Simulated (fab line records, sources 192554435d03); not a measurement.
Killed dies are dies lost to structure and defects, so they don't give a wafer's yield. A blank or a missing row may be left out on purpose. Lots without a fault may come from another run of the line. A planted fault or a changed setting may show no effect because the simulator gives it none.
A struck lot beside a sound one | flow n5_finfet | 15 steps out of a route of 1938
Sound: wafers L236.1, L236.3, L236.4. Struck: wafers L247.4, L247.5, L247.6. The cause comes at the end.
At each step with rows: each side's tool, then ch and its chambers, then its first start. Under that, the readings that differ: sound wafers | struck wafers | difference of the means | sigmas: that difference in standard deviations of wafers without a fault.
alike: readings whose means differ by less than 2 such deviations, and words and numbers that are the same on both sides. not compared: withheld readings, readings that some wafer has no value for, bounds like >300 that may hide the same value, and numbers for which the record gives no deviation and whose values overlap.
The two part at a step that has a row with sigmas, a row that says differs or no value, or rows on one side only. Numbers that don't overlap but have no deviation are shown without sigmas and don't part them. A reading that every wafer of one side lacks parts them only if that side has two wafers or more.

N5_BEOL_M2_OVL_MEAS_29:
  sound on overlay-02 ch 0, day 7 06:10; struck on overlay-01 ch 0, day 10 10:04
  alike: V1_OVL
N5_BEOL_M2_INSPECT_30: inspects for defects (brightfield).
  sound on defect_inspect-01, day 7 06:14; struck on defect_inspect-01, day 10 10:07
  alike: raw_defect_count
N5_BEOL_M2_DESCUM_33: chemistry O2, time 7 s.
  sound on rie_diel-05 ch 1,2,3, day 7 06:16; struck on rie_diel-05 ch 0,3, day 10 10:08
  alike: drypump_motor_current_A, oes_product_au, rf_vpp_V, showerhead_plenum_p_Torr, throttle_valve_pct
  not compared: rf_hours_counter_h
then, 1 step without rows for these wafers: N5_BEOL_M2_ETCH_77 (etches underlayer in N2/H2, target depth 6.5 nm, time 5.2 s).
N5_BEOL_M2_ETCH_69: etches SiARC in CF4, target depth 15.6 nm, time 26 s.
  sound on rie_diel-05 ch 1,2,3, day 7 06:19; struck on rie_diel-05 ch 0,3, day 10 10:11
  reading      | sound             | struck            | difference | sigmas
  rf_vpp_V (V) | 186.2 185.0 185.7 | 183.2 183.5 182.5 | -2.6       | -3
  alike: bias_w, cf4_flow_sccm, drypump_motor_current_A, etch_rf_on_time_s, oes_product_au, showerhead_plenum_p_Torr, throttle_valve_pct
  not compared: rf_hours_counter_h
then, 1 step without rows for these wafers: N5_BEOL_M2_ALD_98 (deposits SiO2, target thk 2.5 nm, pulse time 1 s, co reactant pulse time 1 s).
N5_BEOL_M2_ETCHBACK_99: etches SiO2 in CHF3, target depth 5 nm, time 10.4 s.
  sound on rie_diel-04 ch 0,1,2, day 7 09:34; struck on rie_diel-05 ch 0,2,3, day 10 16:14
  alike: bias_w, drypump_motor_current_A, oes_product_au, rf_vpp_V, showerhead_plenum_p_Torr, throttle_valve_pct
  not compared: rf_hours_counter_h
then, 3 steps without rows for these wafers: N5_BEOL_M2_ETCH_70 (etches SOC in N2/H2, target depth 80 nm, overetch 24 nm, time 130 s); N5_BEOL_M2_STRIP_71 (strips in N2/H2); N5_BEOL_M2_STRIP_78 (strips in N2/H2).
N5_BEOL_M2_VIA_ETCH_34: etches the open film in C4F6/O2, target depth 69.4 nm, time 65.9 s.
  sound on rie_diel-04 ch 0,1,2, day 7 09:42; struck on rie_diel-05 ch 0,2,3, day 10 16:23
  alike: bias_w, drypump_motor_current_A, oes_o_777_au, oes_product_au, rf_vpp_V, showerhead_plenum_p_Torr, throttle_valve_pct
  not compared: rf_hours_counter_h
then, 1 step without rows for these wafers: N5_BEOL_M2_STRIP_83 (strips in C4F6/O2).
N5_BEOL_M2_STRIP_36: strips in N2/H2.
  sound on rie_diel-04 ch 0,1,2, day 7 09:46; struck on rie_diel-05 ch 0,2,3, day 10 16:26
  reading                        | sound             | struck            | difference | sigmas
  chamber_pressure_mTorr (mTorr) | 19.95 20.01 20.05 | 26.00 26.06 26.04 | +6.03      | +99 or more
  alike: drypump_motor_current_A, oes_product_au, rf_vpp_V, showerhead_plenum_p_Torr, throttle_valve_pct
  not compared: rf_hours_counter_h
N5_BEOL_M2_TRENCH_ETCH_37: etches SiOC in C4F6/O2, target depth 55.555 nm, time 29.2 s.
  sound on rie_diel-04 ch 0,1,2; struck on rie_diel-05 ch 0,2,3
  alike: bias_w, drypump_motor_current_A, oes_o_777_au, oes_product_au, rf_vpp_V, showerhead_plenum_p_Torr, throttle_valve_pct
  not compared: rf_hours_counter_h
N5_BEOL_M4_RC_MEAS_101:
  sound on prober-02 ch 0, day 8 13:04; struck on prober-01 ch 0, day 12 05:18
  alike: DIBL_N, DIBL_P, IOFF_N, IOFF_P, ION_N, ION_P, SS_N, SS_P, VT_N, VT_P

WHERE THEY PART
First at N5_BEOL_M2_ETCH_69; last, within this record, at N5_BEOL_M2_STRIP_36. Later steps at which nothing parts them and some readings are alike: N5_BEOL_M2_TRENCH_ETCH_37, N5_BEOL_M4_RC_MEAS_101.

WHY: what the simulator had put in
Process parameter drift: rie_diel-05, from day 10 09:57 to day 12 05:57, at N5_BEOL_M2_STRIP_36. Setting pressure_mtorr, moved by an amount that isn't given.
